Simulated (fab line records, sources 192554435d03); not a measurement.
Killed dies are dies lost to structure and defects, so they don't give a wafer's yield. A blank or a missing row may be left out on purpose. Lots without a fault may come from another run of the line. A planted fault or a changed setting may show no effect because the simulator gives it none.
Which tool did it? | flow n5_finfet | 10 lots, 30 wafers sampled, at 5 steps of a route of 1938

WHAT THE GAUGES READ, wafer by wafer
The record holds no reading of a measuring or inspecting step that can be judged against a usual standard deviation.

WHICH TOOL RAN EACH LOT (tool, then ch and the chambers of the sampled wafers, then the start)
lot  | N5_BEOL_M12_PRE_CLEAN_42     | N5_BEOL_M12_SPUTTER_45       | N5_BEOL_M13_COAT_58               | N5_BEOL_M13_ETCH_59                | N5_BEOL_M13_STRIP_64
L454 | pvd_sputter-01, day 14 02:20 | pvd_sputter-01, day 14 02:32 | litho_track-02 ch 0, day 14 03:48 | rie_diel-04 ch 2,3, day 14 04:40   | plasma_asher-01 ch 1, day 14 05:01
L455 | pvd_sputter-03, day 14 12:21 | pvd_sputter-03, day 14 12:33 | litho_track-04 ch 0, day 14 14:07 | rie_diel-04 ch 0,1,3, day 14 14:38 | plasma_asher-01 ch 0,1, day 14 14:59
L456 | pvd_sputter-02, day 14 16:16 | pvd_sputter-02, day 14 16:28 | litho_track-04 ch 0, day 14 17:41 | rie_diel-06 ch 1,2,3, day 14 18:13 | plasma_asher-01 ch 0,1, day 14 18:37
L457 | pvd_sputter-01, day 14 20:14 | pvd_sputter-01, day 14 20:26 | litho_track-04 ch 0, day 14 21:40 | rie_diel-01 ch 1,2, day 14 22:11   | plasma_asher-01 ch 0, day 14 22:31
L461 | pvd_sputter-01, day 15 16:38 | pvd_sputter-01, day 15 16:50 | litho_track-02 ch 0, day 15 18:28 | rie_diel-06 ch 2,3, day 15 18:59   | plasma_asher-02 ch 0,1, day 15 19:20
L462 | pvd_sputter-03, day 15 16:47 | pvd_sputter-03, day 15 16:59 | litho_track-02 ch 0, day 15 18:38 | rie_diel-01 ch 0,1,2, day 15 19:10 | plasma_asher-01 ch 0,1, day 15 19:31
L463 | pvd_sputter-01, day 16 04:23 | pvd_sputter-01, day 16 04:35 | litho_track-02 ch 0, day 16 06:22 | rie_diel-01 ch 0,3, day 16 06:45   | plasma_asher-01 ch 0, day 16 07:08
L468 | pvd_sputter-02, day 17 06:06 | pvd_sputter-02, day 17 06:18 | litho_track-02 ch 0, day 17 07:41 | rie_diel-06 ch 0,2,3, day 17 08:12 | plasma_asher-02 ch 0,1, day 17 08:33
L469 | pvd_sputter-02, day 18 00:25 | pvd_sputter-02, day 18 00:37 | litho_track-04 ch 0, day 18 02:08 | rie_diel-04 ch 0,1,3, day 18 03:07 | plasma_asher-02 ch 0,1, day 18 03:28
L470 | pvd_sputter-01, day 18 04:07 | pvd_sputter-01, day 18 04:19 | litho_track-03 ch 0, day 18 05:45 | rie_diel-06 ch 0,2,3, day 18 06:08 | plasma_asher-02 ch 0,1, day 18 06:29
- N5_BEOL_M12_PRE_CLEAN_42: time 30 s.
- N5_BEOL_M12_SPUTTER_45: material Cu, target thk 80 nm, time 13.33 s.
- N5_BEOL_M13_COAT_58: time 60 s, resist thk 89 nm.
- N5_BEOL_M13_ETCH_59: etches BARC in N2/H2, target depth 89 nm, overetch 26.7 nm, time 67.9 s.
- N5_BEOL_M13_STRIP_64: strips in N2/H2.

WHAT THE TOOLS THEMSELVES READ (means of the sampled wafers that have a number; where no wafer has one, the mark that the record gives instead)
N5_BEOL_M12_PRE_CLEAN_42. Usual: heater_power_w 325 W, standard deviation 18.
lot  | tool           | heater_power_w (W) | flag
L454 | pvd_sputter-01 | 317                |
L455 | pvd_sputter-03 | 331                |
L456 | pvd_sputter-02 | 334                |
L457 | pvd_sputter-01 | 327                |
L461 | pvd_sputter-01 | 335                |
L462 | pvd_sputter-03 | 332                |
L463 | pvd_sputter-01 | 294                |
L468 | pvd_sputter-02 | 338                |
L469 | pvd_sputter-02 | 331                |
L470 | pvd_sputter-01 | 305                |

N5_BEOL_M12_SPUTTER_45. Usual: throttle_valve_pct 30.3 %, standard deviation 0.85.
lot  | tool           | throttle_valve_pct (%) | flag
L454 | pvd_sputter-01 | 30.4                   |
L455 | pvd_sputter-03 | 30.2                   |
L456 | pvd_sputter-02 | 29.9                   |
L457 | pvd_sputter-01 | 30.6                   |
L461 | pvd_sputter-01 | 30.5                   |
L462 | pvd_sputter-03 | 31.2                   |
L463 | pvd_sputter-01 | 30.2                   |
L468 | pvd_sputter-02 | 30.1                   |
L469 | pvd_sputter-02 | 29.9                   |
L470 | pvd_sputter-01 | 30.5                   |

N5_BEOL_M13_COAT_58. Usual: exhaust_pa 45.0 Pa, standard deviation 0.99; spin_speed_rpm 1499.9 rpm, standard deviation 1.
lot  | tool           | exhaust_pa (Pa) | spin_speed_rpm (rpm) | flag
L454 | litho_track-02 | 45.3            | 1499.4               |
L455 | litho_track-04 | 45.3            | 1312.7               | OFF
L456 | litho_track-04 | 46.0            | 1311.5               | OFF
L457 | litho_track-04 | 44.4            | 1311.8               | OFF
L461 | litho_track-02 | 44.6            | 1499.6               |
L462 | litho_track-02 | 44.6            | 1500.3               |
L463 | litho_track-02 | 44.9            | 1499.0               |
L468 | litho_track-02 | 45.4            | 1500.3               |
L469 | litho_track-04 | 46.4            | 1499.5               |
L470 | litho_track-03 | 45.7            | 1500.6               |

N5_BEOL_M13_ETCH_59. Usual: drypump_motor_current_A 5.7 A, standard deviation 0.65; oes_product_au 0.68 a.u., standard deviation 0.058; rf_vpp_V 523.7 V, standard deviation 2.4; showerhead_plenum_p_Torr 2.54 Torr, standard deviation 0.084; throttle_valve_pct 17.87 %, standard deviation 0.19.
lot  | tool        | drypump_motor_current_A (A) | oes_product_au (a.u.) | rf_vpp_V (V) | showerhead_plenum_p_Torr (Torr) | throttle_valve_pct (%) | flag
L454 | rie_diel-04 | 6.0                         | 0.69                  | 523.1        | 2.52                            | 17.87                  |
L455 | rie_diel-04 | 5.7                         | 0.72                  | 526.5        | 2.64                            | 17.83                  |
L456 | rie_diel-06 | 5.5                         | 0.67                  | 522.5        | 2.49                            | 18.11                  |
L457 | rie_diel-01 | 5.5                         | 0.66                  | 521.3        | 2.46                            | 17.96                  |
L461 | rie_diel-06 | 6.1                         | 0.76                  | 526.0        | 2.63                            | 17.96                  |
L462 | rie_diel-01 | 5.7                         | 0.64                  | 523.2        | 2.51                            | 17.91                  |
L463 | rie_diel-01 | 5.4                         | 0.69                  | 522.2        | 2.50                            | 17.64                  |
L468 | rie_diel-06 | 6.0                         | 0.73                  | 525.9        | 2.62                            | 17.92                  |
L469 | rie_diel-04 | 5.7                         | 0.67                  | 526.1        | 2.62                            | 17.87                  |
L470 | rie_diel-06 | 6.0                         | 0.72                  | 525.8        | 2.62                            | 17.92                  |

N5_BEOL_M13_STRIP_64. Usual: drypump_motor_current_A 5.5 A, standard deviation 0.53; heater_power_w 332 W, standard deviation 30; oes_product_au 0.714 a.u., standard deviation 0.0048; strip_time_to_endpoint_s 31.29 s, standard deviation 0.074.
lot  | tool            | drypump_motor_current_A (A) | heater_power_w (W) | oes_product_au (a.u.) | strip_time_to_endpoint_s (s) | flag
L454 | plasma_asher-01 | 4.7                         | 290                | 0.718                 | 31.20                        |
L455 | plasma_asher-01 | 5.1                         | 312                | 0.718                 | 33.17                        | OFF
L456 | plasma_asher-01 | 5.4                         | 336                | 0.719                 | 33.05                        | OFF
L457 | plasma_asher-01 | 5.6                         | 358                | 0.709                 | 33.08                        | OFF
L461 | plasma_asher-02 | 6.0                         | 342                | 0.719                 | 31.38                        |
L462 | plasma_asher-01 | 5.1                         | 309                | 0.716                 | 31.27                        |
L463 | plasma_asher-01 | 5.6                         | 360                | 0.713                 | 31.28                        |
L468 | plasma_asher-02 | 6.0                         | 345                | 0.716                 | 31.33                        |
L469 | plasma_asher-02 | 6.0                         | 340                | 0.711                 | 31.27                        |
L470 | plasma_asher-02 | 6.0                         | 342                | 0.715                 | 31.34                        |

THE ANSWER, worked out from the rows above alone
Rule: a lot is off if the mean of its wafers that have a number lies more than 3 standard deviations from the usual mean. A lot without any number at a reading at which 4 lots or more have one is off too. The other lots that the step has rows for count as sound. The gauges are gone through in route order, then the tools' own readings, and for those a lot's mean is taken as printed above. The first step at which some lot is off is used, and at that step the reading that is off furthest; a lot without a number counts as furthest.
Off: L455, L456, L457, at N5_BEOL_M13_COAT_58 (spin_speed_rpm).
A tool fits if, at that step or a process step before it, it ran every lot that is off, and no sound lot after the first of them. None of those tried fits.

WHAT THE SIMULATOR HAD PUT IN
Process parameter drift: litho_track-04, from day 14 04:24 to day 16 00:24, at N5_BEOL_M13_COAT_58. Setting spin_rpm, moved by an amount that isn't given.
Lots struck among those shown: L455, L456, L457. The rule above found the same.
